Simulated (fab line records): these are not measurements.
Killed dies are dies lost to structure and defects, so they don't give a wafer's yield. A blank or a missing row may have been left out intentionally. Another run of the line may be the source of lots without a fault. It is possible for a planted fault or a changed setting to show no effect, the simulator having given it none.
What tool caused it? || flow n5-finfet || 21 lots, 63 wafers sampled, at 2 steps of a route of 1938

== WHAT THE GAUGES READ, wafer by wafer ==
N5_HKMG_FIN_INSPECT_61: inspects for defects (macro). Usual: raw-defect-count at 2.0, with a standard deviation of 1.4.
{"lot": "L075", "measured": "day 4 14:37", "on": "defect-inspect-01", "raw-defect-count": "2 4 1", "flag": ""}
{"lot": "L076", "measured": "day 4 14:47", "on": "defect-inspect-02", "raw-defect-count": "3 2 4", "flag": ""}
{"lot": "L078", "measured": "day 4 22:19", "on": "defect-inspect-02", "raw-defect-count": "4 2 1", "flag": ""}
{"lot": "L077", "measured": "day 5 01:39", "on": "defect-inspect-02", "raw-defect-count": "2 3 1", "flag": ""}
{"lot": "L080", "measured": "day 5 13:54", "on": "defect-inspect-02", "raw-defect-count": "0 2 2", "flag": ""}
{"lot": "L079", "measured": "day 5 14:18", "on": "defect-inspect-01", "raw-defect-count": "1 1 3", "flag": ""}
{"lot": "L081", "measured": "day 5 18:16", "on": "defect-inspect-02", "raw-defect-count": "4 1 1", "flag": ""}
{"lot": "L082", "measured": "day 6 02:55", "on": "defect-inspect-02", "raw-defect-count": "1 1 0", "flag": ""}
{"lot": "L084", "measured": "day 6 09:39", "on": "defect-inspect-01", "raw-defect-count": "4 1 1", "flag": ""}
{"lot": "L085", "measured": "day 6 20:01", "on": "defect-inspect-02", "raw-defect-count": "3 1 2", "flag": ""}
{"lot": "L086", "measured": "day 7 04:21", "on": "defect-inspect-02", "raw-defect-count": "1 2 5", "flag": ""}
{"lot": "L087", "measured": "day 7 06:20", "on": "defect-inspect-02", "raw-defect-count": "1 2 3", "flag": ""}
{"lot": "L088", "measured": "day 7 16:33", "on": "defect-inspect-02", "raw-defect-count": "1 0 2", "flag": ""}
{"lot": "L089", "measured": "day 8 00:22", "on": "defect-inspect-01", "raw-defect-count": "1 0 6", "flag": ""}
{"lot": "L090", "measured": "day 8 01:14", "on": "defect-inspect-01", "raw-defect-count": "3 3 2", "flag": ""}
{"lot": "L091", "measured": "day 8 05:01", "on": "defect-inspect-01", "raw-defect-count": "5 0 2", "flag": ""}
{"lot": "L093", "measured": "day 8 22:11", "on": "defect-inspect-01", "raw-defect-count": "4 3 4", "flag": ""}
{"lot": "L094", "measured": "day 9 01:46", "on": "defect-inspect-02", "raw-defect-count": "3 2 8", "flag": ""}
{"lot": "L095", "measured": "day 9 08:32", "on": "defect-inspect-02", "raw-defect-count": "2 1 0", "flag": ""}
{"lot": "L096", "measured": "day 9 13:38", "on": "defect-inspect-01", "raw-defect-count": "1 1 2", "flag": ""}
{"lot": "L097", "measured": "day 9 18:02", "on": "defect-inspect-02", "raw-defect-count": "0 3 3", "flag": ""}

== WHAT TOOL EACH LOT RAN ON (gives the tool, then ch and the chambers of the sampled wafers, and finally the start) ==
{"lot": "L075", "N5_DUMMY_REMOVAL_HM_STRIP_01": "rie-diel-04 ch 0,2,3, day 4 13:01"}
{"lot": "L076", "N5_DUMMY_REMOVAL_HM_STRIP_01": "rie-diel-06 ch 1,2,3, day 4 13:01"}
{"lot": "L078", "N5_DUMMY_REMOVAL_HM_STRIP_01": "rie-diel-06 ch 2,3, day 4 20:41"}
{"lot": "L077", "N5_DUMMY_REMOVAL_HM_STRIP_01": "rie-diel-02 ch 0,1, day 5 00:13"}
{"lot": "L080", "N5_DUMMY_REMOVAL_HM_STRIP_01": "rie-diel-04 ch 2,3, day 5 11:59"}
{"lot": "L079", "N5_DUMMY_REMOVAL_HM_STRIP_01": "rie-diel-04 ch 1,2, day 5 12:12"}
{"lot": "L081", "N5_DUMMY_REMOVAL_HM_STRIP_01": "rie-diel-06 ch 0,1, day 5 16:43"}
{"lot": "L082", "N5_DUMMY_REMOVAL_HM_STRIP_01": "rie-diel-02 ch 0,1,2, day 6 01:21"}
{"lot": "L084", "N5_DUMMY_REMOVAL_HM_STRIP_01": "rie-diel-06 ch 0,2,3, day 6 08:13"}
{"lot": "L085", "N5_DUMMY_REMOVAL_HM_STRIP_01": "rie-diel-02 ch 0,3, day 6 18:35"}
{"lot": "L086", "N5_DUMMY_REMOVAL_HM_STRIP_01": "rie-diel-04 ch 0,1, day 7 02:48"}
{"lot": "L087", "N5_DUMMY_REMOVAL_HM_STRIP_01": "rie-diel-06 ch 0,1,2, day 7 04:42"}
{"lot": "L088", "N5_DUMMY_REMOVAL_HM_STRIP_01": "rie-diel-02 ch 0,2,3, day 7 14:47"}
{"lot": "L089", "N5_DUMMY_REMOVAL_HM_STRIP_01": "rie-diel-04 ch 0,1, day 7 22:49"}
{"lot": "L090", "N5_DUMMY_REMOVAL_HM_STRIP_01": "rie-diel-02 ch 1,2,3, day 7 23:38"}
{"lot": "L091", "N5_DUMMY_REMOVAL_HM_STRIP_01": "rie-diel-04 ch 1,2, day 8 03:19"}
{"lot": "L093", "N5_DUMMY_REMOVAL_HM_STRIP_01": "rie-diel-04 ch 1,2,3, day 8 20:37"}
{"lot": "L094", "N5_DUMMY_REMOVAL_HM_STRIP_01": "rie-diel-04 ch 0,1,3, day 9 00:20"}
{"lot": "L095", "N5_DUMMY_REMOVAL_HM_STRIP_01": "rie-diel-02 ch 0,3, day 9 07:03"}
{"lot": "L096", "N5_DUMMY_REMOVAL_HM_STRIP_01": "rie-diel-04 ch 0,1,3, day 9 12:04"}
{"lot": "L097", "N5_DUMMY_REMOVAL_HM_STRIP_01": "rie-diel-04 ch 2,3, day 9 16:29"}
- N5_DUMMY_REMOVAL_HM_STRIP_01: strips SiNx in CH3F/O2, stops on poly-Si, target depth 4 nm, time 6.8 s.

== AS READ BY THE TOOLS THEMSELVES (means over the sampled wafers that have a number; for cases with no such wafer, the mark the record gives instead) ==
N5_DUMMY_REMOVAL_HM_STRIP_01. Usual: drypump-motor-current-A 5.6 A, standard deviation 0.36; oes-product-au 0.61 a.u., standard deviation 0.064; rf-vpp-V 127.2 V, standard deviation 1.1; showerhead-plenum-p-Torr 1.98 Torr, standard deviation 0.066; throttle-valve-pct 16.38 %, standard deviation 0.2.
{"lot": "L075", "tool": "rie-diel-04", "drypump-motor-current-A (A)": 5.5, "oes-product-au (a.u.)": 0.57, "rf-vpp-V (V)": 127.9, "showerhead-plenum-p-Torr (Torr)": 2.01, "throttle-valve-pct (%)": 16.44, "flag": ""}
{"lot": "L076", "tool": "rie-diel-06", "drypump-motor-current-A (A)": 5.4, "oes-product-au (a.u.)": 0.61, "rf-vpp-V (V)": 127.2, "showerhead-plenum-p-Torr (Torr)": 1.98, "throttle-valve-pct (%)": 16.42, "flag": ""}
{"lot": "L078", "tool": "rie-diel-06", "drypump-motor-current-A (A)": 5.2, "oes-product-au (a.u.)": 0.60, "rf-vpp-V (V)": 126.7, "showerhead-plenum-p-Torr (Torr)": 2.02, "throttle-valve-pct (%)": 16.45, "flag": ""}
{"lot": "L077", "tool": "rie-diel-02", "drypump-motor-current-A (A)": 5.7, "oes-product-au (a.u.)": 0.60, "rf-vpp-V (V)": 127.6, "showerhead-plenum-p-Torr (Torr)": 2.00, "throttle-valve-pct (%)": 16.34, "flag": ""}
{"lot": "L080", "tool": "rie-diel-04", "drypump-motor-current-A (A)": 5.3, "oes-product-au (a.u.)": 0.59, "rf-vpp-V (V)": 128.1, "showerhead-plenum-p-Torr (Torr)": 2.05, "throttle-valve-pct (%)": 16.45, "flag": ""}
{"lot": "L079", "tool": "rie-diel-04", "drypump-motor-current-A (A)": 5.6, "oes-product-au (a.u.)": 0.61, "rf-vpp-V (V)": 127.5, "showerhead-plenum-p-Torr (Torr)": 2.04, "throttle-valve-pct (%)": 16.49, "flag": ""}
{"lot": "L081", "tool": "rie-diel-06", "drypump-motor-current-A (A)": 5.4, "oes-product-au (a.u.)": 0.66, "rf-vpp-V (V)": 127.0, "showerhead-plenum-p-Torr (Torr)": 1.94, "throttle-valve-pct (%)": 16.21, "flag": ""}
{"lot": "L082", "tool": "rie-diel-02", "drypump-motor-current-A (A)": 5.6, "oes-product-au (a.u.)": 0.59, "rf-vpp-V (V)": 127.4, "showerhead-plenum-p-Torr (Torr)": 1.98, "throttle-valve-pct (%)": 16.29, "flag": ""}
{"lot": "L084", "tool": "rie-diel-06", "drypump-motor-current-A (A)": 5.2, "oes-product-au (a.u.)": 0.65, "rf-vpp-V (V)": 127.3, "showerhead-plenum-p-Torr (Torr)": 1.99, "throttle-valve-pct (%)": 16.35, "flag": ""}
{"lot": "L085", "tool": "rie-diel-02", "drypump-motor-current-A (A)": 5.5, "oes-product-au (a.u.)": 0.58, "rf-vpp-V (V)": 127.8, "showerhead-plenum-p-Torr (Torr)": 2.02, "throttle-valve-pct (%)": 16.53, "flag": ""}
{"lot": "L086", "tool": "rie-diel-04", "drypump-motor-current-A (A)": 6.1, "oes-product-au (a.u.)": 0.65, "rf-vpp-V (V)": 127.0, "showerhead-plenum-p-Torr (Torr)": 1.93, "throttle-valve-pct (%)": 16.37, "flag": ""}
{"lot": "L087", "tool": "rie-diel-06", "drypump-motor-current-A (A)": 5.3, "oes-product-au (a.u.)": 0.63, "rf-vpp-V (V)": 127.2, "showerhead-plenum-p-Torr (Torr)": 1.98, "throttle-valve-pct (%)": 16.26, "flag": ""}
{"lot": "L088", "tool": "rie-diel-02", "drypump-motor-current-A (A)": 5.5, "oes-product-au (a.u.)": 0.58, "rf-vpp-V (V)": 127.3, "showerhead-plenum-p-Torr (Torr)": 1.99, "throttle-valve-pct (%)": 16.47, "flag": ""}
{"lot": "L089", "tool": "rie-diel-04", "drypump-motor-current-A (A)": 5.9, "oes-product-au (a.u.)": 0.71, "rf-vpp-V (V)": 127.1, "showerhead-plenum-p-Torr (Torr)": 1.95, "throttle-valve-pct (%)": 16.21, "flag": ""}
{"lot": "L090", "tool": "rie-diel-02", "drypump-motor-current-A (A)": 5.8, "oes-product-au (a.u.)": 0.59, "rf-vpp-V (V)": 127.2, "showerhead-plenum-p-Torr (Torr)": 1.95, "throttle-valve-pct (%)": 16.31, "flag": ""}
{"lot": "L091", "tool": "rie-diel-04", "drypump-motor-current-A (A)": 5.9, "oes-product-au (a.u.)": 0.58, "rf-vpp-V (V)": 128.4, "showerhead-plenum-p-Torr (Torr)": 1.97, "throttle-valve-pct (%)": 16.53, "flag": ""}
{"lot": "L093", "tool": "rie-diel-04", "drypump-motor-current-A (A)": 5.7, "oes-product-au (a.u.)": 0.57, "rf-vpp-V (V)": 127.5, "showerhead-plenum-p-Torr (Torr)": 1.99, "throttle-valve-pct (%)": 16.51, "flag": ""}
{"lot": "L094", "tool": "rie-diel-04", "drypump-motor-current-A (A)": 5.9, "oes-product-au (a.u.)": 0.63, "rf-vpp-V (V)": 127.1, "showerhead-plenum-p-Torr (Torr)": 1.95, "throttle-valve-pct (%)": 16.36, "flag": ""}
{"lot": "L095", "tool": "rie-diel-02", "drypump-motor-current-A (A)": 5.5, "oes-product-au (a.u.)": 0.71, "rf-vpp-V (V)": 127.0, "showerhead-plenum-p-Torr (Torr)": 2.01, "throttle-valve-pct (%)": 16.26, "flag": ""}
{"lot": "L096", "tool": "rie-diel-04", "drypump-motor-current-A (A)": 5.9, "oes-product-au (a.u.)": 0.62, "rf-vpp-V (V)": 127.2, "showerhead-plenum-p-Torr (Torr)": 1.95, "throttle-valve-pct (%)": 16.37, "flag": ""}
{"lot": "L097", "tool": "rie-diel-04", "drypump-motor-current-A (A)": 5.3, "oes-product-au (a.u.)": 0.58, "rf-vpp-V (V)": 127.2, "showerhead-plenum-p-Torr (Torr)": 2.04, "throttle-valve-pct (%)": 16.49, "flag": ""}

== THE ANSWER, worked out from the rows above alone ==
Rule: lot off if the mean of its wafers having a number is beyond 3 standard deviations from the usual mean. Also off: a lot with no number at a reading for which 4 or more lots have one. The other lots that the step has rows for count as sound. After the gauges, taken in route order, come the tools' own readings; for these a lot's mean is taken, as printed above. The first step at which some lot is off is used, and at that step the reading that is off furthest; a lot without a number counts as furthest.
No lot is off at any reading shown: from this, nothing can be told.

== WHAT WAS PUT IN BY THE SIMULATOR ==
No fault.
